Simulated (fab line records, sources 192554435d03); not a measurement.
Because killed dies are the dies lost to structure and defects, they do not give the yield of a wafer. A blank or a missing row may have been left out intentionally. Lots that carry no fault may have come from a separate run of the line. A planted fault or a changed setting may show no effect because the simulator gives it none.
Split-lot experiment ; flow n5-finfet ; on a route of 1938 steps: 7 lots, 39 wafers read

== THE SPLIT ITSELF ==
At N5_STI_FIN_REVEAL_ETCHBACK_08 (etches SiO2 in C4F6/O2, target depth 30.5 nm, time 10.167 s), the setting target-depth-a was moved away from the recipe's 305 angstrom on 12 of the 39 wafers read, by -13.1% to -4.2%. For the rest of the wafers, this setting stayed at what the recipe calls for.

== FROM THE SPLIT TO THE READING: what the file shows between them, 3 steps ==
- N5_STI_FIN_REVEAL_STRIP_24: strips in N2/H2, time 90 s
- N5_STI_FIN_REVEAL_PRECLEAN_25: cleans in SPM, time 90 s
- N5_STI_FIN_REVEAL_SRD_23: time 30 s

== THE READING ==
trench-depth-nm, in nm, at N5_STI_FIN_REVEAL_FIN_H_MEAS_10. A value of 51.8 nm with a standard deviation of 0.7 nm is what fault-free wafers of this fab line usually give.

wafer;tool, chamber at the split;target-depth-a as run, angstrom;against the recipe;trench-depth-nm, nm;against lot-mates on the recipe
L074.1;rie-diel-06, 3,0,2,1,2,3;305;recipe;51.2;-
L074.2;rie-diel-06, 3,0,2,1,2,3;305;recipe;51.5;-
L074.3;rie-diel-06, 3,0,2,1,2,3;305;recipe;51.9;-
L074.4;rie-diel-06, 3,0,2,1,2,3;305;recipe;51.7;-
L074.5;rie-diel-06, 3,0,2,1,2,3;305;recipe;51.6;-
L074.6;rie-diel-06, 3,0,2,1,2,3;305;recipe;51.3;-
L076.1;rie-diel-01, 1,0,0;305;recipe;52.0;-
L076.2;rie-diel-01, 3,2,3;284.8;-6.6%;50.9;-0.4
L076.3;rie-diel-01, 1,0,0;305;recipe;50.9;-
L076.4;rie-diel-01, 3,2,3;284.8;-6.6%;49.4;-1.9
L076.5;rie-diel-01, 1,0,0;305;recipe;51.0;-
L076.6;rie-diel-01, 3,2,3;284.8;-6.6%;51.0;-0.3
L077.1;rie-diel-04, 2,3,2;305;recipe;51.6;-
L077.2;rie-diel-04, 1,0,3;275.9;-9.5%;49.0;-2.5
L077.3;rie-diel-04, 1,0,3;275.9;-9.5%;49.1;-2.4
L077.4;rie-diel-04, 2,3,2;305;recipe;51.1;-
L077.5;rie-diel-04, 2,3,2;305;recipe;51.9;-
L077.6;rie-diel-04, 1,0,3;275.9;-9.5%;48.5;-3.0
L085.1;rie-diel-01, 1,2,1;305;recipe;51.6;-
L085.3;rie-diel-01, 1,2,1;305;recipe;51.8;-
L085.4;rie-diel-01, 1,2,1;305;recipe;52.2;-
L090.1;rie-diel-06, 1,3,2;292.3;-4.2%;50.8;-0.3
L090.2;rie-diel-06, 1,3,2;292.3;-4.2%;50.3;-0.8
L090.3;rie-diel-06, 2,3,1;305;recipe;51.2;-
L090.4;rie-diel-06, 1,3,2;292.3;-4.2%;50.2;-0.9
L090.5;rie-diel-06, 2,3,1;305;recipe;50.7;-
L090.6;rie-diel-06, 2,3,1;305;recipe;51.4;-
L091.1;rie-diel-04, 2,1,1;305;recipe;50.9;-
L091.2;rie-diel-04, 0,2,0;265.1;-13.1%;48.3;-3.1
L091.3;rie-diel-04, 2,1,1;305;recipe;51.2;-
L091.4;rie-diel-04, 0,2,0;265.1;-13.1%;48.1;-3.3
L091.5;rie-diel-04, 2,1,1;305;recipe;52.2;-
L091.6;rie-diel-04, 0,2,0;265.1;-13.1%;48.4;-3.0
L096.1;rie-diel-06, 2,1,3,2,3,1;305;recipe;52.2;-
L096.2;rie-diel-06, 2,1,3,2,3,1;305;recipe;51.9;-
L096.3;rie-diel-06, 2,1,3,2,3,1;305;recipe;51.2;-
L096.4;rie-diel-06, 2,1,3,2,3,1;305;recipe;52.0;-
L096.5;rie-diel-06, 2,1,3,2,3,1;305;recipe;51.9;-
L096.6;rie-diel-06, 2,1,3,2,3,1;305;recipe;51.4;-
The file does not say which wafer passed through which chamber wherever a row lists several chambers: such a row stands for several wafers.

FIT RESULTS
A straight line over all 39 wafers: trench-depth-nm changes by +0.249 nm for each +1% of target-depth-a; r = +0.92; the points scatter about the line by 0.47 nm.
The same after taking each lot's own level away (the mean of its wafers on the recipe; 39 wafers): +0.238 nm for each +1%; r = +0.92; scatter 0.46 nm.
On that fit, the largest move of target-depth-a shifts the reading by 3.1 nm.
The lots' own levels span 51.10 to 51.87 nm, that is 1.1 times the standard deviation above.
The two slopes are in agreement: the lot-to-lot level therefore moves the slope only a little.
Check: for one of the wafers moved furthest among these (-13.1%), held out of the fit, the line's prediction against its lot-mates is -3.05 nm. Against them it came out at -3.13 nm.

== THESE WAFERS: OTHER SPLITS ==
Note: prior to the reading, these wafers also went through further splits. Each is held against what the fit with the lots' levels taken away leaves over:
other split on the same wafers;wafers away from the commonest value;r with trench-depth-nm (lot level and that fit taken away)
N5_FIN_SAQP_HM_DEP_03 target-thk-a;15;+0.07

== FILE'S OWN FIT ==
trench-depth-nm changes by +0.232 nm for each +1% of target-depth-a, r = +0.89.
